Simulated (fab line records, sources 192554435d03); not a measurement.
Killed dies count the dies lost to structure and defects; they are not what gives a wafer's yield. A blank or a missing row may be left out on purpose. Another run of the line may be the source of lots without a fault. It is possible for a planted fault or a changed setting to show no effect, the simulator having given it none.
The tool behind it: which one?	flow n5 finfet	12 lots with 36 wafers sampled at 3 steps, on a route of 1938 steps

== WHAT THE GAUGES SHOWED, per wafer ==
N5_BEOL_M9_CD_MEAS_18: pitch 140 nm, target cd 70 nm.
lot	measured	on	cd nm (nm)
L075	day 9 21:55	cd sem-03	70.5 70.7 71.0
L077	day 10 06:07	cd sem-01	69.5 70.0 70.4
L079	day 10 17:51	cd sem-03	69.8 70.2 70.2
L082	day 11 06:18	cd sem-03	70.3 70.2 70.3
L083	day 11 15:47	cd sem-03	69.3 70.1 70.2
L084	day 12 01:31	cd sem-03	69.2 68.9 69.4
L087	day 13 04:36	cd sem-02	70.2 70.6 70.9
L088	day 13 15:04	cd sem-03	69.8 69.9 70.2
L090	day 14 13:04	cd sem-02	71.0 70.1 71.0
L093	day 15 21:13	cd sem-03	68.3 69.4 68.9
L094	day 16 00:42	cd sem-01	69.8 70.7 70.1
L095	day 17 14:07	cd sem-02	69.9 68.6 68.8

== WHICH TOOL RAN EACH LOT (tool, then ch and the chambers of the sampled wafers, then the start) ==
lot	N5_BEOL_M8_STRIP_36	N5_BEOL_M8_PRE_CLEAN_45
L075	rie diel-05 ch 0,3, day 9 15:31	pvd sputter-03, day 9 17:22
L077	rie diel-03 ch 0,3, day 9 21:04	pvd sputter-03, day 9 21:53
L079	rie diel-05 ch 1,2,3, day 10 11:00	pvd sputter-01, day 10 11:52
L082	rie diel-05 ch 0,2, day 11 00:28	pvd sputter-01, day 11 02:29
L083	rie diel-01 ch 0,2,3, day 11 09:55	pvd sputter-02, day 11 10:44
L084	rie diel-03 ch 0,3, day 11 15:56	pvd sputter-02, day 11 16:54
L087	rie diel-03 ch 0,3, day 12 23:58	pvd sputter-03, day 13 00:50
L088	rie diel-03 ch 0,2, day 13 09:42	pvd sputter-01, day 13 10:32
L090	rie diel-05 ch 0,1, day 14 05:56	pvd sputter-03, day 14 07:07
L093	rie diel-03 ch 1,2,3, day 15 12:53	pvd sputter-01, day 15 13:55
L094	rie diel-03 ch 0,2,3, day 15 15:23	pvd sputter-01, day 15 19:45
L095	rie diel-05 ch 0,1,3, day 17 07:52	pvd sputter-03, day 17 08:39
- N5_BEOL_M8_STRIP_36: strips in N2/H2.
- N5_BEOL_M8_PRE_CLEAN_45: time 30 s.

== THE ANSWER, worked out from the rows above alone ==
Rule: the usual values come from the lots themselves. The widest of any qualifying gaps counts: lots, ordered by their means at a reading, are off when they make up no more than a third of the lots, leave a main group of 4 or more, and stand apart from it by 3 or more times the standard deviation of that group's means. If all means in a main group match to the digits the tables above print for the reading, that group is not used. Also off: a lot with no number at a reading for which 4 or more lots have one. The other lots that the step has rows for count as sound.
No lot is off on any of the readings shown, so nothing can be concluded from this.

== WHAT WAS PUT IN BY THE SIMULATOR ==
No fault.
